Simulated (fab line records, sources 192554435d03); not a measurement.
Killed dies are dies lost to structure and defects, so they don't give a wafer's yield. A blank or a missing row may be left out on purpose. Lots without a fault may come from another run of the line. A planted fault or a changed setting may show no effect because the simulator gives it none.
Chamber matching | flow n5_finfet | N5_BEOL_M7_ETCH_65 on rie_diel-05: 4 sister chambers
The step etches SiARC in CF4, target depth 15.6 nm, time 26 s. 4 wafers are shown with their chamber, then 7 later ones without.

WAFERS WITH THEIR CHAMBER
wafer  | chamber | showerhead_plenum_p_Torr (Torr)
L079.4 | 2       | 1.97
L083.1 | 1       | 2.03
L083.4 | 0       | 2.09
L085.4 | 3       | 2.23

WAFERS WITHOUT THEIR CHAMBER
wafer  | showerhead_plenum_p_Torr (Torr)
L085.5 | 2.03
L087.1 | 2.09
L087.4 | 2.03
L087.6 | 2.03
L089.2 | 1.96
L089.4 | 2.03
L089.6 | 2.03

WHICH CHAMBER EACH WENT THROUGH
wafer  | from the rows above | in truth
L085.5 | 1                   | 1
L087.1 | 0                   | 0
L087.4 | 1                   | 1
L087.6 | 1                   | 1
L089.2 | 2                   | 2
L089.4 | 1                   | 1
L089.6 | 1                   | 1
Placed correctly: 7 of 7. Can't be placed from these rows: 0. Placed wrongly: 0.
How it was worked out, from the rows above alone: a wafer's distance from a chamber is the root of the sum, over the readings, of the square of ((its reading less the chamber's mean) divided by the reading's scatter). The wafer belongs to the nearest chamber; if the next one is less than 2 further off, it can't be placed. A chamber's mean is the mean of its shown wafers. The scatter: with one shown wafer a chamber, the root of the mean of the squares of how far each hidden wafer lies from its nearest shown one.
